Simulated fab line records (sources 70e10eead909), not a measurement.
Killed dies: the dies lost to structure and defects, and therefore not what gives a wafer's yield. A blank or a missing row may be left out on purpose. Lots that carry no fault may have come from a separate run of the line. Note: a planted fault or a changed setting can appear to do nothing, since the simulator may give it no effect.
Matching of chambers / flow nand harc / 4 sister chambers for NHARC_A_STAIRCASE_TRIM_12 on rie diel-12
The step chemistry O2, time 211.2 s. 16 wafers are shown with their chamber, then 8 later ones without.

WAFERS WITH THEIR CHAMBER
wafer=L074.2; chamber=3; drypump motor current A (A)=5.9; showerhead plenum p Torr (Torr)=3.28; rf vpp V (V)=56.3
wafer=L074.5; chamber=1; drypump motor current A (A)=6.6; showerhead plenum p Torr (Torr)=3.35; rf vpp V (V)=56.6
wafer=L074.6; chamber=2; drypump motor current A (A)=5.4; showerhead plenum p Torr (Torr)=3.36; rf vpp V (V)=58.3
wafer=L078.2; chamber=0; drypump motor current A (A)=6.3; showerhead plenum p Torr (Torr)=3.60; rf vpp V (V)=56.9
wafer=L078.3; chamber=1; drypump motor current A (A)=6.6; showerhead plenum p Torr (Torr)=3.34; rf vpp V (V)=57.6
wafer=L078.6; chamber=0; drypump motor current A (A)=6.3; showerhead plenum p Torr (Torr)=3.60; rf vpp V (V)=58.2
wafer=L079.3; chamber=1; drypump motor current A (A)=6.6; showerhead plenum p Torr (Torr)=3.34; rf vpp V (V)=56.4
wafer=L079.4; chamber=2; drypump motor current A (A)=5.5; showerhead plenum p Torr (Torr)=3.35; rf vpp V (V)=57.7
wafer=L079.5; chamber=1; drypump motor current A (A)=6.6; showerhead plenum p Torr (Torr)=3.34; rf vpp V (V)=56.4
wafer=L081.2; chamber=2; drypump motor current A (A)=5.5; showerhead plenum p Torr (Torr)=3.35; rf vpp V (V)=58.0
wafer=L081.3; chamber=0; drypump motor current A (A)=6.3; showerhead plenum p Torr (Torr)=3.59; rf vpp V (V)=57.9
wafer=L081.5; chamber=1; drypump motor current A (A)=6.6; showerhead plenum p Torr (Torr)=3.34; rf vpp V (V)=58.2
wafer=L087.1; chamber=0; drypump motor current A (A)=6.4; showerhead plenum p Torr (Torr)=3.58; rf vpp V (V)=59.2
wafer=L087.4; chamber=2; drypump motor current A (A)=5.4; showerhead plenum p Torr (Torr)=3.34; rf vpp V (V)=57.2
wafer=L087.6; chamber=2; drypump motor current A (A)=5.4; showerhead plenum p Torr (Torr)=3.34; rf vpp V (V)=56.7
wafer=L092.2; chamber=3; drypump motor current A (A)=5.9; showerhead plenum p Torr (Torr)=3.80; rf vpp V (V)=56.6

SIGNATURES (means of the wafers above)
reading=drypump motor current A; chamber 0=6.325; chamber 1=6.600; chamber 2=5.440; chamber 3=5.900; scatter within a chamber=0.0403
reading=showerhead plenum p Torr; chamber 0=3.5925; chamber 1=3.3420; chamber 2=3.3480; chamber 3=3.5400; scatter within a chamber=0.106
reading=rf vpp V; chamber 0=58.050; chamber 1=57.040; chamber 2=57.580; chamber 3=56.450; scatter within a chamber=0.766
Rule: distance of a wafer from a chamber = root of the sum over the readings of ((wafer's reading minus chamber's mean) / reading's scatter) squared. If the next closest chamber is less than 2 further off than the closest, the wafer can't be placed; otherwise it belongs to the closest. The scatter: the root of (the sum of the squares of (reading less its chamber's mean) over the shown wafers, divided by (wafers less chambers)).

WAFERS WITHOUT THEIR CHAMBER
wafer=L092.3; drypump motor current A (A)=6.6; showerhead plenum p Torr (Torr)=3.32; rf vpp V (V)=57.6
wafer=L092.4; drypump motor current A (A)=5.4; showerhead plenum p Torr (Torr)=3.33; rf vpp V (V)=56.9
wafer=L091.2; drypump motor current A (A)=5.4; showerhead plenum p Torr (Torr)=3.33; rf vpp V (V)=57.3
wafer=L091.4; drypump motor current A (A)=6.3; showerhead plenum p Torr (Torr)=3.58; rf vpp V (V)=58.5
wafer=L091.6; drypump motor current A (A)=5.4; showerhead plenum p Torr (Torr)=3.33; rf vpp V (V)=58.7
wafer=L096.1; drypump motor current A (A)=5.4; showerhead plenum p Torr (Torr)=3.32; rf vpp V (V)=57.7
wafer=L096.3; drypump motor current A (A)=6.6; showerhead plenum p Torr (Torr)=3.31; rf vpp V (V)=56.6
wafer=L096.5; drypump motor current A (A)=5.8; showerhead plenum p Torr (Torr)=3.79; rf vpp V (V)=57.7

CHAMBER TAKEN BY EACH
wafer=L092.3; from the rows above=1; in truth=1
wafer=L092.4; from the rows above=2; in truth=2
wafer=L091.2; from the rows above=2; in truth=2
wafer=L091.4; from the rows above=0; in truth=0
wafer=L091.6; from the rows above=2; in truth=2
wafer=L096.1; from the rows above=2; in truth=2
wafer=L096.3; from the rows above=1; in truth=1
wafer=L096.5; from the rows above=3; in truth=3
Placed correctly: 8 of 8. Can't be placed from these rows: 0. Wrongly placed: 0.
